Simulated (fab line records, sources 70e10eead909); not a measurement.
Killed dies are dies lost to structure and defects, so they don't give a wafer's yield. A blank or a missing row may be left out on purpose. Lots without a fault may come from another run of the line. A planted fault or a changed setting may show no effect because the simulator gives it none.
fab line records | flow nand_harc
record lots=7 wafers=21 last_day=34
route steps=1302 shown A_STAIRCASE@690 END@1302
lots that met no fault: from a run of the same line without faults
start_h: hours from the record's first day to the start of the lot's first wafer shown | wait_h: hours since the lot's step before | " the same as in the row above | L1.1+2: a row that stands for several wafers | - no value, or no start given | * or withheld: withheld | < > ~ a bound
route shown NAME@n: a module of which the file shows steps, and the number in the route of the first | usual: mean/standard deviation of fault-free wafers | same: alike in all rows | chamber/n: place in a boat | sites: the reading at each site | _std_site: their standard deviation | _edge_site: outer sites' mean less inner sites' | radius_mm: how far each site lies from the wafer's centre | mask NAME#n: copy n | behind: the tool/chamber that last shaped the wafer | hold: why the lot was held/for how many hours/how that ended | device: the transistor (n, p or np) that didn't switch | end of line: the same wafers' tests at the end of the route | a step without rows: its recipe alone | killed: dies lost to structure and defects at the first sort, not the wafer's yield | map: a wafer's dies, x killed, . not, _ none there
set.NAME: the setting as run; set.NAME@STEP: as run at that earlier step | model.NAME: the simulator's own value behind a step, which no gauge read
lots at some steps of the route; a table a step, a row a wafer
services: from which hour (start_h, from the record's first day; less than 0 if before it) a tool's chamber was out of use, for how many hours, and why
## steps
# step NHARC_A_STAIRCASE_DEHYDRATE_176
# recipe temp_c=150 time_s=120
# step NHARC_A_STAIRCASE_HMDS_177
# recipe time_s=30
# step NHARC_A_STAIRCASE_COAT_178
# recipe spin_rpm=1200
# step NHARC_A_STAIRCASE_SOFTBAKE_179
# recipe temp_c=135 time_s=170
# step NHARC_A_STAIRCASE_EBR_180
# step NHARC_A_STAIRCASE_EXPOSE_181
# recipe na=0.5 dose_mj=27.87 mask_id=STAIR_2
# step NHARC_A_STAIRCASE_PEB_182
# recipe peb_temp_c=115 peb_time_s=130
# step NHARC_A_STAIRCASE_DEVELOP_183
# recipe time_s=140
# step NHARC_A_STAIRCASE_HARDBAKE_185
# recipe temp_c=120 time_s=140
# step NHARC_A_STAIRCASE_DESCUM_186
# recipe time_s=3 o2_flow_sccm=200 ar_flow_sccm=0 bias_power_w=0 chemistry=O2
# usual drypump_motor_current_A=5.9/0.45 oes_product_au=1.003/0.0072 rf_vpp_V=57.8/0.98 showerhead_plenum_p_Torr=1.91/0.088 throttle_valve_pct=11.312/0.0086
# same time_s=3
# columns lot.wafer tool chamber start_h wait_h drypump_motor_current_A oes_product_au rf_hours_counter_h rf_vpp_V showerhead_plenum_p_Torr throttle_valve_pct
L421.1 rie_diel-04 0 395.72 - 5.4 1.011 12 59.2 1.87 11.321
L421.2 " 1 " " 6.4 1.006 10 57.6 1.91 11.315
L421.6 " 3 " " 5.7 0.995 - 57.4 1.80 11.301
L433.2 rie_diel-10 3 512.30 - 5.3 1.003 27 58.4 1.92 11.319
L433.4 " 0 " " 5.9 1.013 12 56.6 1.91 11.316
L433.6 " 2 " " 6.4 1.000 - 56.7 1.82 11.319
L435.4 rie_diel-03 1 512.45 - 5.2 1.001 14 57.7 2.05 11.322
L435.3 " 3 " " 6.0 1.009 14 57.7 1.96 11.326
L435.5 " 0 " " 6.1 0.988 - 56.5 2.05 11.304
L432.1 rie_diel-10 3 512.88 - 5.4 1.008 27 58.1 1.92 11.300
L432.4 " 2 " " 6.4 0.999 27 57.8 1.82 11.313
L432.6 " 3 " " 5.4 1.003 - 59.7 1.92 11.320
L434.2 rie_diel-10 3 516.19 - 5.4 0.993 29 57.7 1.92 11.314
L434.1 " 0 " " 5.9 1.009 14 58.0 1.91 11.307
L434.6 " 1 " " 5.8 1.005 - 58.3 2.02 11.301
L436.1 rie_diel-04 1 542.48 - 6.4 1.006 0 56.5 1.89 11.315
L436.3 " 2 " " 6.0 1.006 0 57.3 1.80 11.308
L436.4 " 3 " " 5.7 0.998 0 57.7 1.78 11.311
L441.3 rie_diel-04 3 603.16 - 5.7 1.000 15 55.7 1.78 11.312
L441.6 " 3 " " 5.7 1.000 - 55.9 1.78 11.305
L441.5 " 0 " " 5.4 1.000 - 58.7 1.85 11.317
# step NHARC_A_STAIRCASE_TRIM_187
# recipe time_s=211.2 o2_flow_sccm=500 ar_flow_sccm=0 bias_w=0 chemistry=O2
# usual drypump_motor_current_A=5.9/0.43 oes_product_au=1.002/0.0076 rf_vpp_V=57.7/0.95 showerhead_plenum_p_Torr=3.53/0.15 throttle_valve_pct=17.037/0.0096
# same time_s=211.2
# columns lot.wafer tool chamber start_h wait_h drypump_motor_current_A oes_product_au rf_hours_counter_h rf_vpp_V showerhead_plenum_p_Torr throttle_valve_pct
L421.2 rie_diel-04 3 395.82 0.1 5.7 0.998 15 58.0 3.33 17.037
L421.1 " 0 " " 5.4 1.007 12 58.0 3.45 17.050
L421.6 " 2 " " 6.0 1.007 - 56.6 3.36 17.048
L433.2 rie_diel-10 2 512.39 0.1 6.3 1.004 27 59.0 3.37 17.044
L433.4 " 0 " " 5.9 1.011 12 58.4 3.53 17.048
L433.6 " 2 " " 6.4 1.015 - 56.1 3.37 17.047
L435.4 rie_diel-03 3 512.58 0.1 6.1 1.014 14 57.5 3.61 17.032
L435.3 " 0 " " 6.1 0.992 12 59.2 3.76 17.051
L435.5 " 0 " " 6.1 0.995 - 58.3 3.76 17.043
L432.1 rie_diel-10 2 513.37 0.5 6.4 1.001 28 57.0 3.37 17.021
L432.4 " 3 " " 5.4 0.993 28 58.9 3.54 17.052
L432.6 " 1 " " 5.9 0.997 - 57.3 3.72 17.039
L434.1 rie_diel-10 3 516.29 0.1 5.3 0.998 29 57.8 3.54 17.041
L434.2 " 0 " " 5.9 1.018 14 57.0 3.53 17.028
L434.6 " 2 " " 6.3 0.996 - 58.6 3.37 17.041
L436.3 rie_diel-04 0 542.57 0.1 5.4 1.006 0 56.6 3.43 17.031
L436.1 " 1 " " 6.4 1.008 0 56.3 3.49 17.029
L436.4 " 2 " " 6.0 1.006 0 57.3 3.34 17.032
L441.3 rie_diel-04 1 603.26 0.1 6.4 1.003 21 58.1 3.48 17.024
L441.5 " 0 " " 5.4 0.999 - 56.9 3.42 17.039
L441.6 " 1 " " 6.4 1.005 - 57.1 3.48 17.036
# step NHARC_A_STAIRCASE_ETCH_188
# recipe target_depth_a=1000 time_s=40.5 ion_energy_ev=400 c4f8_flow_sccm=20 o2_flow_sccm=10 ar_flow_sccm=withheld rf_w=600 bias_w=1000 chemistry=C4F8/O2
# usual bias_w=1000.6/2.8 chamber_pressure_mTorr=25.002/0.022 oes_product_au=0.944/0.014 rf_vpp_V=896/5.5 time_s=40.5/0
# columns lot.wafer tool chamber start_h wait_h bias_w chamber_pressure_mTorr oes_product_au rf_hours_counter_h rf_vpp_V time_s
L421.2 rie_diel-04 0 395.95 - 1005.5 24.982 0.962 12 893 40.5
L421.1 " 1 " " 1003.7 24.999 0.945 10 895 40.5
L421.6 " 3 " " 1000.5 24.998 0.945 - 887 40.5
L433.2 rie_diel-10 2 512.58 - - - - - - -
L433.4 " 1 " " - - - - - -
L433.6 " 2 " " - - - - - -
L435.3 rie_diel-03 2 512.73 - - - - - - -
L435.4 " 1 " " - - - - - -
L435.5 " 3 " " - - - - - -
L432.4 rie_diel-10 3 513.50 - - - - - - -
L432.1 " 1 " " - - - - - -
L432.6 " 0 " " - - - - - -
L434.2 rie_diel-10 1 516.42 - 1002.5 24.979 0.948 29 902 40.5
L434.1 " 3 " " 995.3 25.015 0.971 29 898 40.5
L434.6 " 1 " " 1000.5 25.019 0.942 - 903 40.5
L436.4 rie_diel-04 2 542.73 - 1005.7 25.013 0.952 0 888 40.5
L436.3 " 3 " " 1001.1 24.988 0.940 0 887 40.5
L436.1 " 0 " " 1002.5 24.983 0.940 0 893 40.5
L441.3 rie_diel-04 1 603.41 - 996.4 24.999 0.955 21 894 40.5
L441.6 " 0 " " 1000.6 24.999 0.952 - 891 40.5
L441.5 " 1 " " 995.2 25.025 0.966 - 895 40.5
# step NHARC_A_STAIRCASE_TRIM_189
# recipe time_s=211.2 o2_flow_sccm=500 ar_flow_sccm=0 bias_w=0 chemistry=O2
# usual drypump_motor_current_A=5.9/0.41 oes_product_au=1.002/0.0081 rf_vpp_V=57.8/0.91 showerhead_plenum_p_Torr=3.53/0.15 throttle_valve_pct=17.036/0.0093
# same time_s=211.2
# columns lot.wafer tool chamber start_h wait_h drypump_motor_current_A oes_product_au rf_hours_counter_h rf_vpp_V showerhead_plenum_p_Torr throttle_valve_pct
L421.2 rie_diel-04 3 - - 5.7 0.993 15 57.6 3.33 17.034
L421.1 " 0 " " 5.4 1.010 12 58.0 3.45 17.030
L421.6 " 0 " " 5.4 0.997 - 58.8 3.45 17.037
L433.2 rie_diel-10 2 - - 6.4 1.001 27 56.2 3.37 17.041
L433.4 " 0 " " 5.9 1.012 12 56.8 3.53 17.046
L433.6 " 3 " " 5.4 1.012 - 57.2 3.54 17.042
L435.3 rie_diel-03 0 - - 6.1 0.990 12 57.7 3.76 17.048
L435.4 " 2 " " 6.8 0.991 7 56.6 3.59 17.042
L435.5 " 3 " " 6.1 0.997 - 57.8 3.61 17.040
L432.4 rie_diel-10 0 - - 5.9 0.996 13 59.1 3.53 17.039
L432.1 " 1 " " 5.8 0.994 28 57.2 3.72 17.030
L432.6 " 2 " " 6.3 1.000 - 57.5 3.37 17.037
L434.2 rie_diel-10 0 - - 5.9 1.008 14 58.2 3.53 17.030
L434.1 " 1 " " 5.8 0.987 29 57.5 3.72 17.048
L434.6 " 0 " " 5.8 1.008 - 58.8 3.53 17.032
L436.1 rie_diel-04 3 - - 5.7 0.999 0 56.9 3.31 17.032
L436.4 " 0 " " 5.4 1.004 0 58.4 3.43 17.030
L436.3 " 1 " " 6.4 1.008 0 58.4 3.49 17.041
L441.3 rie_diel-04 1 - - 6.4 1.010 21 57.2 3.48 17.043
L441.5 " 2 " " 6.0 1.003 - 56.7 3.33 17.041
L441.6 " 3 " " 5.7 0.997 - 57.5 3.30 17.038
# step NHARC_END_SORT_01
# recipe temp_c=25
# usual killed_at_array=63/18 killed_at_other=1.1/1.3 killed_at_periphery=4.3/2.8 killed_dies=68/18 killed_open=3.3/2 killed_short=2.4/1.6
# same gross_dies=677
# columns lot.wafer tool chamber start_h wait_h killed_at_array killed_at_other killed_at_periphery killed_dies killed_open killed_short
L435.3 prober-02 0 754.10 3.1 674 0 3 677 0 2
L435.4 prober-02 0 754.89 3.4 671 0 6 677 2 2
L435.5 prober-02 0 755.69 3.7 674 0 3 677 1 4
L432.1 prober-01 0 760.21 2.5 673 0 4 677 5 1
L432.4 prober-01 0 762.64 3.4 675 0 2 677 1 3
L432.6 prober-01 0 764.26 4.0 675 0 2 677 4 2
L433.2 prober-01 0 768.92 2.8 675 1 1 677 6 3
L433.4 prober-01 0 770.51 3.4 676 0 1 677 4 3
L433.6 prober-01 0 772.10 4.0 673 3 1 677 1 4
# killed by level:class
L435.3 A_STAIRCASE:area_etch=597 A_CHANNEL_HOLE_D1:chamber_film_flake=34 A_SLIT:chamber_film_flake=28 A_CONTACT:chamber_film_flake=6 A_STAIRCASE:chamber_film_flake=3 P_CONTACT:chamber_film_flake=2 A_CHANNEL_FILL_D1:chamber_film_flake=2 A_CONTACT:geometric_particle:short=1
L435.4 A_STAIRCASE:area_etch=591 A_SLIT:chamber_film_flake=33 A_CHANNEL_HOLE_D1:chamber_film_flake=30 P_CONTACT:chamber_film_flake=4 A_STAIRCASE:chamber_film_flake=3 A_SGD_CUT:chamber_film_flake=3 A_CONTACT:chamber_film_flake=3 A_DECK1_JOINT:chamber_film_flake=2
L435.5 A_STAIRCASE:area_etch=613 A_CHANNEL_HOLE_D1:chamber_film_flake=28 A_SLIT:chamber_film_flake=21 A_WL_FILL:geometric_particle:short=3 A_CONTACT:chamber_film_flake=3 P_CONTACT:chamber_film_flake=2 A_SGD_CUT:chamber_film_flake=2 A_ONON_D2:geometric_particle:short=1
L432.1 A_STAIRCASE:area_etch=608 A_CHANNEL_HOLE_D1:chamber_film_flake=30 A_SLIT:chamber_film_flake=24 P_M0:geometric_particle:open=2 A_CONTACT:geometric_particle:open=2 A_CHANNEL_FILL_D1:chamber_film_flake=2 P_ZERO_WELL:chamber_film_flake=1 A_WL_FILL:geometric_particle:short=1
L432.4 A_STAIRCASE:area_etch=591 A_SLIT:chamber_film_flake=38 A_CHANNEL_HOLE_D1:chamber_film_flake=34 A_CONTACT:chamber_film_flake=3 A_ZERO_WELL:chamber_film_flake=2 A_STAIRCASE:chamber_film_flake=2 P_GATE:geometric_particle:open=1 A_ONON_D1:geometric_particle:short=1
L432.6 A_STAIRCASE:area_etch=586 A_CHANNEL_HOLE_D1:chamber_film_flake=36 A_SLIT:chamber_film_flake=36 A_CONTACT:chamber_film_flake=8 P_M0:geometric_particle:open=2 A_CHANNEL_FILL_D1:geometric_particle:open=2 A_CHANNEL_FILL_D1:chamber_film_flake=2 A_ONON_D2:geometric_particle:short=1
L433.2 A_STAIRCASE:area_etch=629 A_CHANNEL_HOLE_D2:chamber_film_flake=19 A_CHANNEL_HOLE_D1:chamber_film_flake=12 A_CHANNEL_HOLE_D2:geometric_particle:short=2 A_SGD_CUT:geometric_particle:open=2 A_BLC:geometric_particle:open=2 A_STAIRCASE:chamber_film_flake=2 A_CONTACT:chamber_film_flake=2
L433.4 A_STAIRCASE:area_etch=632 A_CHANNEL_HOLE_D2:chamber_film_flake=12 A_CHANNEL_HOLE_D1:chamber_film_flake=10 A_SLIT:chamber_film_flake=5 A_WL_FILL:chamber_film_flake=4 A_CONTACT:chamber_film_flake=3 A_ZERO_WELL:chamber_film_flake=2 A_STAIRCASE:chamber_film_flake=2
L433.6 A_STAIRCASE:area_etch=623 A_CHANNEL_HOLE_D2:chamber_film_flake=19 A_CHANNEL_HOLE_D1:chamber_film_flake=10 A_SLIT:chamber_film_flake=5 A_WL_FILL:chamber_film_flake=4 A_CONTACT:chamber_film_flake=4 THIN_TSV:chamber_film_flake=3 P_M0:geometric_particle:short=1
# map L432.1 (x killed, . not)
____________x____________
_________xxxxxxx_________
_______xxxxxxxxxxx_______
______xxxxxxxxxxxxx______
_____xxxxxxxxxxxxxxx_____
____xxxxxxxxxxxxxxxxx____
____xxxxxxxxxxxxxxxxx____
___xxxxxxxxxxxxxxxxxxx___
___xxxxxxxxxxxxxxxxxxx___
__xxxxxxxxxxxxxxxxxxxxx__
__xxxxxxxxxxxxxxxxxxxxx__
_xxxxxxxxxxxxxxxxxxxxxxx_
_xxxxxxxxxxxxxxxxxxxxxxx_
_xxxxxxxxxxxxxxxxxxxxxxx_
_xxxxxxxxxxxxxxxxxxxxxxx_
_xxxxxxxxxxxxxxxxxxxxxxx_
xxxxxxxxxxxxxxxxxxxxxxxxx
xxxxxxxxxxxxxxxxxxxxxxxxx
xxxxxxxxxxxxxxxxxxxxxxxxx
xxxxxxxxxxxxxxxxxxxxxxxxx
xxxxxxxxxxxxxxxxxxxxxxxxx
_xxxxxxxxxxxxxxxxxxxxxxx_
_xxxxxxxxxxxxxxxxxxxxxxx_
_xxxxxxxxxxxxxxxxxxxxxxx_
_xxxxxxxxxxxxxxxxxxxxxxx_
_xxxxxxxxxxxxxxxxxxxxxxx_
__xxxxxxxxxxxxxxxxxxxxx__
__xxxxxxxxxxxxxxxxxxxxx__
___xxxxxxxxxxxxxxxxxxx___
___xxxxxxxxxxxxxxxxxxx___
____xxxxxxxxxxxxxxxxx____
____xxxxxxxxxxxxxxxxx____
_____xxxxxxxxxxxxxxx_____
______xxxxxxxxxxxxx______
_______xxxxxxxxxxx_______
_________xxxxxxx_________
____________x____________
# map L433.2 (x killed, . not)
____________x____________
_________xxxxxxx_________
_______xxxxxxxxxxx_______
______xxxxxxxxxxxxx______
_____xxxxxxxxxxxxxxx_____
____xxxxxxxxxxxxxxxxx____
____xxxxxxxxxxxxxxxxx____
___xxxxxxxxxxxxxxxxxxx___
___xxxxxxxxxxxxxxxxxxx___
__xxxxxxxxxxxxxxxxxxxxx__
__xxxxxxxxxxxxxxxxxxxxx__
_xxxxxxxxxxxxxxxxxxxxxxx_
_xxxxxxxxxxxxxxxxxxxxxxx_
_xxxxxxxxxxxxxxxxxxxxxxx_
_xxxxxxxxxxxxxxxxxxxxxxx_
_xxxxxxxxxxxxxxxxxxxxxxx_
xxxxxxxxxxxxxxxxxxxxxxxxx
xxxxxxxxxxxxxxxxxxxxxxxxx
xxxxxxxxxxxxxxxxxxxxxxxxx
xxxxxxxxxxxxxxxxxxxxxxxxx
xxxxxxxxxxxxxxxxxxxxxxxxx
_xxxxxxxxxxxxxxxxxxxxxxx_
_xxxxxxxxxxxxxxxxxxxxxxx_
_xxxxxxxxxxxxxxxxxxxxxxx_
_xxxxxxxxxxxxxxxxxxxxxxx_
_xxxxxxxxxxxxxxxxxxxxxxx_
__xxxxxxxxxxxxxxxxxxxxx__
__xxxxxxxxxxxxxxxxxxxxx__
___xxxxxxxxxxxxxxxxxxx___
___xxxxxxxxxxxxxxxxxxx___
____xxxxxxxxxxxxxxxxx____
____xxxxxxxxxxxxxxxxx____
_____xxxxxxxxxxxxxxx_____
______xxxxxxxxxxxxx______
_______xxxxxxxxxxx_______
_________xxxxxxx_________
____________x____________
## services
# columns tool chamber start_h hours kind
rie_diel-10 0 374.02 - clean
rie_diel-10 1 374.02 - clean
rie_diel-10 2 374.02 - clean
rie_diel-10 3 374.02 - clean
rie_diel-10 1 378.57 7.1 repair
rie_diel-03 2 388.47 3.9 repair
rie_diel-04 0 389.51 - clean
rie_diel-04 1 389.51 - clean
rie_diel-04 2 389.51 - clean
rie_diel-04 3 389.51 - clean
rie_diel-10 0 398.52 - clean
rie_diel-10 1 398.52 - clean
rie_diel-10 2 398.52 - clean
rie_diel-10 0 408.18 57.3 repair
rie_diel-10 - 421.20 9.0 pm
rie_diel-04 3 426.47 1.7 repair
rie_diel-04 2 445.86 34.0 repair
rie_diel-03 - 460.74 9.0 pm
rie_diel-03 0 475.38 9.6 repair
rie_diel-03 2 490.23 16.0 repair
rie_diel-04 0 505.96 4.3 repair
rie_diel-04 2 523.84 18.4 repair
rie_diel-04 - 532.03 9.0 pm
rie_diel-10 - 598.20 9.0 pm
## key
first_sign step=NHARC_A_STAIRCASE_ETCH_188 reading=tool_record direction=missing
effect step=NHARC_END_SORT_01 reading=killed_at_array direction=up sigmas=35 usual=63 struck=674
more_kills_born_at NHARC_A_STAIRCASE_ETCH_188@rie_diel-10=3668 NHARC_A_STAIRCASE_ETCH_188@rie_diel-03=1801
met_at NHARC_A_STAIRCASE_ETCH_188
struck_wafers L432.1,L432.4,L432.6,L433.2,L433.4,L433.6,L435.3,L435.4,L435.5
later_rows_left_out L432.1,L432.4,L432.6,L433.2,L433.4,L433.6,L435.3,L435.4,L435.5
tester_left_out L432,L433,L435
fault kind=skipped_step_whole tool=rie_diel-03,rie_diel-10 chamber=- onset_h=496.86 steps=NHARC_A_STAIRCASE_ETCH_188 scope=struck_lots_only
# tester_left_out: of these lots the tester's yield and bins aren't shown, on N5 and GAA mostly nor the transistor test; their killed dies are dies lost to structure and defects alone, not to doping, threshold or leakage, so they don't give the yield
# later_rows_left_out: the simulator's readings of these wafers behind a module that went badly wrong aren't trusted and aren't shown, but for the sort
